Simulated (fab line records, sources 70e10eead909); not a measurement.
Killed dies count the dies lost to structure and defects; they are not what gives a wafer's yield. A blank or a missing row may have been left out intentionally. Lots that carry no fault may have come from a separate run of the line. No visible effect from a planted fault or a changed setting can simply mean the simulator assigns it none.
What tool caused it?	flow nandHarc	23 lots with 69 wafers sampled at 5 steps, on a route of 1159 steps

## WHAT EACH GAUGE READ, for each wafer
NHARC_P_M0_INSPECT_27.
lot	measured	on	rawDefectCount
L074	day 5 23:06	defectInspect-01	378 404 328
L076	day 6 12:28	defectInspect-02	257 408 292
L077	day 6 15:17	defectInspect-01	387 293 269
L078	day 7 02:14	defectInspect-02	349 303 176
L079	day 7 02:44	defectInspect-02	639 449 442
L081	day 7 09:53	defectInspect-02	265 301 466
L080	day 7 10:41	defectInspect-02	261 333 193
L083	day 8 02:58	defectInspect-02	328 189 376
L082	day 8 05:37	defectInspect-02	306 449 344
L084	day 8 13:38	defectInspect-02	240 194 94
L085	day 9 04:17	defectInspect-02	469 334 329
L086	day 9 05:25	defectInspect-01	280 302 143
L087	day 9 10:05	defectInspect-01	473 321 211
L088	day 9 12:17	defectInspect-01	421 371 297
L090	day 10 03:32	defectInspect-01	371 339 369
L089	day 10 03:48	defectInspect-01	502 301 384
L092	day 10 07:26	defectInspect-01	649 269 503
L091	day 10 08:26	defectInspect-02	242 308 214
L093	day 10 13:38	defectInspect-02	315 387 323
L094	day 10 20:58	defectInspect-02	309 476 421
L095	day 11 03:08	defectInspect-01	399 184 178
L096	day 11 04:36	defectInspect-02	212 330 516
L097	day 11 17:16	defectInspect-02	313 279 371

## WHAT TOOL EACH LOT RAN ON (gives the tool, then ch and the chambers of the sampled wafers, and finally the start)
lot	NHARC_P_CONTACT_DEP_00	NHARC_P_M0_DESCUM_14	NHARC_P_M0_ETCH_34	NHARC_P_M0_STRIP_18
L074	pecvd-02 ch 0,1,2, day 5 20:38 or earlier	rieDiel-11 ch 2,3, day 5 20:38	rieDiel-11 ch 0,2,3, day 5 20:44	rieDiel-06 ch 0,1, day 5 21:01
L076	pecvd-02 ch 0,1,2, day 6 09:56 or earlier	rieDiel-11 ch 2,3, day 6 09:56	rieDiel-11 ch 1,2, day 6 10:01	rieDiel-04 ch 1,2,3, day 6 10:20
L077	pecvd-02 ch 0,1, day 6 12:46 or earlier	rieDiel-04 ch 1,3, day 6 12:46	rieDiel-04 ch 0,1, day 6 12:50	rieDiel-11 ch 1,2,3, day 6 13:07
L078	pecvd-01 ch 0,1,2, day 6 23:42 or earlier	rieDiel-06 ch 0,3, day 6 23:42	rieDiel-06 ch 0,1,3, day 6 23:47	rieDiel-06 ch 0,3, day 7 00:07
L079	pecvd-02 ch 0,1,2, day 7 00:07 or earlier	rieDiel-11 ch 1,2,3, day 7 00:07	rieDiel-11 ch 1,2,3, day 7 00:12	rieDiel-11 ch 1,2,3, day 7 00:35
L081	pecvd-04 ch 1,2, day 7 07:19 or earlier	rieDiel-06 ch 0,1, day 7 07:19	rieDiel-06 ch 0,1, day 7 07:26	rieDiel-04 ch 0,2,3, day 7 07:48
L080	pecvd-02 ch 0,1, day 7 08:04 or earlier	rieDiel-11 ch 0,1,3, day 7 08:04	rieDiel-11 ch 0,1,2, day 7 08:09	rieDiel-06 ch 0,1, day 7 08:29
L083	pecvd-01 ch 0,1,2, day 8 00:28 or earlier	rieDiel-06 ch 0,3, day 8 00:28	rieDiel-06 ch 1,2, day 8 00:33	rieDiel-11 ch 0,2,3, day 8 00:50
L082	pecvd-04 ch 1,2, day 8 03:09 or earlier	rieDiel-11 ch 1,2,3, day 8 03:09	rieDiel-11 ch 2,3, day 8 03:13	rieDiel-06 ch 2,3, day 8 03:32
L084	pecvd-02 ch 0,1,2, day 8 11:08 or earlier	rieDiel-11 ch 0,1,2, day 8 11:08	rieDiel-11 ch 0,1,3, day 8 11:13	rieDiel-04 ch 2,3, day 8 11:29
L085	pecvd-02 ch 1,2, day 9 01:49 or earlier	rieDiel-06 ch 0,1,3, day 9 01:49	rieDiel-06 ch 0,3, day 9 01:53	rieDiel-06 ch 0,1, day 9 02:11
L086	pecvd-02 ch 0,1,2, day 9 02:56 or earlier	rieDiel-06 ch 0,1,3, day 9 02:56	rieDiel-06 ch 0,2,3, day 9 03:00	rieDiel-04 ch 0,2,3, day 9 03:17
L087	pecvd-01 ch 0,1, day 9 07:28 or earlier	rieDiel-04 ch 1,3, day 9 07:28	rieDiel-04 ch 3, day 9 07:37	rieDiel-06 ch 1,2,3, day 9 08:01
L088	pecvd-02 ch 0,2, day 9 09:38 or earlier	rieDiel-11 ch 0,1, day 9 09:38	rieDiel-11 ch 0,3, day 9 09:44	rieDiel-04 ch 1,3, day 9 10:02
L090	pecvd-02 ch 0,1,2, day 10 01:02 or earlier	rieDiel-06 ch 0,3, day 10 01:02	rieDiel-06 ch 0,1, day 10 01:08	rieDiel-04 ch 1,2, day 10 01:26
L089	pecvd-01 ch 0,1,2, day 10 01:13 or earlier	rieDiel-11 ch 0,2,3, day 10 01:13	rieDiel-11 ch 0,2, day 10 01:17	rieDiel-06 ch 0,2,3, day 10 01:37
L092	pecvd-01 ch 0,1,2, day 10 04:47 or earlier	rieDiel-11 ch 1,2,3, day 10 04:47	rieDiel-11 ch 1,3, day 10 04:52	rieDiel-06 ch 1,2, day 10 05:10
L091	pecvd-04 ch 0,1,2, day 10 05:45 or earlier	rieDiel-06 ch 0,2,3, day 10 05:45	rieDiel-06 ch 1,2, day 10 05:50	rieDiel-06 ch 1,2, day 10 06:07
L093	pecvd-04 ch 0,1,2, day 10 11:07 or earlier	rieDiel-06 ch 0,1,3, day 10 11:07	rieDiel-06 ch 1,2, day 10 11:13	rieDiel-11 ch 1,3, day 10 11:29
L094	pecvd-02 ch 1,2, day 10 18:11 or earlier	rieDiel-04 ch 0,1,2, day 10 18:11	rieDiel-04 ch 1,2,3, day 10 18:35	rieDiel-11 ch 0,1,2, day 10 18:54
L095	pecvd-02 ch 0,2, day 11 00:38 or earlier	rieDiel-11 ch 0,2,3, day 11 00:38	rieDiel-11 ch 0,3, day 11 00:43	rieDiel-06 ch 0,1,2, day 11 01:02
L096	pecvd-04 ch 0,1,2, day 11 02:03 or earlier	rieDiel-11 ch 0,1,2, day 11 02:03	rieDiel-11 ch 0,1,2, day 11 02:08	rieDiel-04 ch 0,1, day 11 02:25
L097	pecvd-02 ch 1, day 11 06:28	rieDiel-06 ch 0,2, day 11 14:41	rieDiel-06 ch 1,3, day 11 14:47	rieDiel-04 ch 1,2,3, day 11 15:07
- NHARC_P_CONTACT_DEP_00: deposits SiO2, target thk 500 nm.
- NHARC_P_M0_DESCUM_14: chemistry O2, time 3 s.
- NHARC_P_M0_ETCH_34: etches the open film in N2/H2, target depth 40 nm, overetch 12 nm, time 43.94 s.
- NHARC_P_M0_STRIP_18: strips in N2/H2.

## WHAT THE TOOLS THEMSELVES READ (means of the sampled wafers that have a number; where no wafer has one, the mark that the record gives instead)
NHARC_P_CONTACT_DEP_00.
lot	tool	heaterPowerOuterW (W)	heaterPowerW (W)	throttleValvePct (%)
L074	pecvd-02	394	617	16.3
L076	pecvd-02	436	675	16.3
L077	pecvd-02	362	581	16.3
L078	pecvd-01	258	495	16.0
L079	pecvd-02	413	642	16.3
L081	pecvd-04	284	529	15.5
L080	pecvd-02	364	592	16.4
L083	pecvd-01	279	521	16.0
L082	pecvd-04	290	541	15.7
L084	pecvd-02	351	567	15.9
L085	pecvd-02	393	596	16.1
L086	pecvd-02	363	580	15.8
L087	pecvd-01	286	529	15.9
L088	pecvd-02	295	513	15.6
L090	pecvd-02	304	504	15.8
L089	pecvd-01	269	505	16.0
L092	pecvd-01	264	515	16.2
L091	pecvd-04	260	485	15.5
L093	pecvd-04	284	517	15.6
L094	pecvd-02	437	657	16.1
L095	pecvd-02	353	586	15.8
L096	pecvd-04	271	507	15.6
L097	pecvd-02	397	603	16.2

NHARC_P_M0_DESCUM_14.
lot	tool	chamberPressureMTorr (mTorr)	drypumpMotorCurrentA (A)	oesProductAu (a.u.)	rfVppV (V)	showerheadPlenumPTorr (Torr)	throttleValvePct (%)
L074	rieDiel-11	60.05	5.4	1.012	58.7	2.02	11.309
L076	rieDiel-11	60.04	5.4	1.000	57.8	2.02	11.310
L077	rieDiel-04	59.95	6.3	1.007	58.2	1.96	11.303
L078	rieDiel-06	60.00	5.0	1.002	57.6	1.82	11.305
L079	rieDiel-11	60.03	5.9	1.011	57.7	1.93	11.319
L081	rieDiel-06	60.05	5.4	1.002	57.5	1.82	11.310
L080	rieDiel-11	60.04	5.9	1.009	58.0	1.96	11.317
L083	rieDiel-06	59.98	5.2	0.999	57.8	1.85	11.318
L082	rieDiel-11	59.97	5.9	1.003	57.2	1.93	11.306
L084	rieDiel-11	59.96	6.2	1.012	58.0	1.92	11.301
L085	rieDiel-06	60.03	5.3	1.018	57.6	1.84	11.308
L086	rieDiel-06	59.99	5.3	1.007	56.4	1.84	11.302
L087	rieDiel-04	60.02	6.2	0.991	57.9	1.97	11.318
L088	rieDiel-11	59.99	6.2	1.017	56.6	1.94	11.315
L090	rieDiel-06	60.01	5.3	1.009	57.6	1.85	11.314
L089	rieDiel-11	60.02	5.7	1.002	57.5	2.00	11.308
L092	rieDiel-11	59.99	5.9	1.013	58.0	1.93	11.305
L091	rieDiel-06	59.92	5.5	1.007	58.3	1.89	11.314
L093	rieDiel-06	59.99	5.3	1.002	57.8	1.84	11.305
L094	rieDiel-04	59.97	6.2	1.007	58.3	1.95	11.311
L095	rieDiel-11	60.03	5.7	0.990	57.6	2.00	11.317
L096	rieDiel-11	59.91	6.2	1.009	57.5	1.92	11.307
L097	rieDiel-06	60.01	5.3	1.004	57.4	1.86	11.306

NHARC_P_M0_ETCH_34.
lot	tool	chamberPressureMTorr (mTorr)	drypumpMotorCurrentA (A)	oesProductAu (a.u.)	rfVppV (V)	showerheadPlenumPTorr (Torr)	throttleValvePct (%)
L074	rieDiel-11	30.002	5.7	1.003	434	2.14	14.164
L076	rieDiel-11	30.001	6.1	1.010	430	2.01	14.166
L077	rieDiel-04	30.028	6.2	0.997	432	2.09	14.174
L078	rieDiel-06	30.006	5.3	1.000	428	1.95	14.169
L079	rieDiel-11	30.004	5.9	1.005	431	2.06	14.165
L081	rieDiel-06	30.014	5.4	1.012	428	1.94	14.170
L080	rieDiel-11	30.011	6.2	1.004	430	2.04	14.172
L083	rieDiel-06	29.978	5.9	1.006	429	2.01	14.168
L082	rieDiel-11	30.036	5.4	1.008	433	2.15	14.172
L084	rieDiel-11	29.981	5.9	1.000	433	2.09	14.174
L085	rieDiel-06	29.986	5.0	1.011	428	1.93	14.169
L086	rieDiel-06	29.992	5.5	1.013	429	2.01	14.168
L087	rieDiel-04	30.009	6.2	0.987	432	2.10	14.169
L088	rieDiel-11	29.996	5.4	0.985	434	2.18	14.166
L090	rieDiel-06	30.001	5.4	0.991	428	1.93	14.169
L089	rieDiel-11	30.019	6.0	1.004	433	2.12	14.166
L092	rieDiel-11	30.001	6.1	1.010	430	2.01	14.179
L091	rieDiel-06	30.002	6.1	1.002	431	2.07	14.168
L093	rieDiel-06	29.992	5.9	1.002	430	2.01	14.169
L094	rieDiel-04	29.989	6.3	1.005	433	2.08	14.175
L095	rieDiel-11	30.011	5.5	1.003	434	2.18	14.181
L096	rieDiel-11	29.976	6.2	1.016	431	2.04	14.173
L097	rieDiel-06	30.013	5.6	1.006	429	1.97	14.164

NHARC_P_M0_STRIP_18.
lot	tool	chamberPressureMTorr (mTorr)	drypumpMotorCurrentA (A)	oesProductAu (a.u.)	rfVppV (V)	showerheadPlenumPTorr (Torr)	throttleValvePct (%)
L074	rieDiel-06	30.013	5.1	1.002	90.3	1.92	14.178
L076	rieDiel-04	30.028	6.3	1.000	91.0	2.08	14.169
L077	rieDiel-11	30.006	5.9	1.011	90.6	2.06	14.174
L078	rieDiel-06	29.996	5.3	1.008	90.4	1.97	14.172
L079	rieDiel-11	29.998	5.9	1.001	91.2	2.06	14.168
L081	rieDiel-04	30.028	6.2	0.996	91.1	2.08	14.175
L080	rieDiel-06	30.000	5.1	1.006	90.7	1.92	14.176
L083	rieDiel-11	30.010	5.7	1.011	92.6	2.13	14.174
L082	rieDiel-06	29.996	5.8	1.006	90.9	2.04	14.165
L084	rieDiel-04	30.024	6.3	0.995	91.1	2.07	14.183
L085	rieDiel-06	29.997	5.1	0.997	89.6	1.92	14.167
L086	rieDiel-04	29.997	6.2	0.992	91.0	2.08	14.174
L087	rieDiel-06	29.990	5.8	1.004	90.9	2.03	14.172
L088	rieDiel-04	30.006	6.3	1.010	91.1	2.09	14.173
L090	rieDiel-04	29.971	6.3	1.006	89.7	2.06	14.168
L089	rieDiel-06	29.998	5.5	1.007	90.0	2.01	14.177
L092	rieDiel-06	30.007	6.1	1.000	90.1	2.07	14.173
L091	rieDiel-06	30.020	6.1	1.002	90.0	2.07	14.178
L093	rieDiel-11	29.988	6.1	1.013	90.8	2.01	14.175
L094	rieDiel-11	30.006	6.2	1.007	90.8	2.04	14.168
L095	rieDiel-06	29.979	5.6	0.998	91.2	1.99	14.169
L096	rieDiel-04	29.993	6.2	1.009	91.0	2.08	14.180
L097	rieDiel-04	29.996	6.3	1.010	90.6	2.08	14.186

## THE ANSWER, worked out from the rows above alone
Rule: what is usual is taken from the lots themselves. The widest of any qualifying gaps counts: lots, ordered by their means at a reading, are off when they make up no more than a third of the lots, leave a main group of 4 or more, and stand apart from it by 3 or more times the standard deviation of that group's means. Not used: any main group whose means are identical at the precision the tables above print for the reading. Also off: a lot with no number at a reading for which 4 or more lots have one. All remaining lots with rows at the step are treated as sound. After the gauges, taken in route order, come the tools' own readings; for these a lot's mean is taken, as printed above. At the first step where some lot is off, the reading lying furthest off is the one used; lots without a number count as furthest.
Nothing can be told from this: no lot is off at any reading shown.

## WHAT HAD BEEN PUT IN BY THE SIMULATOR
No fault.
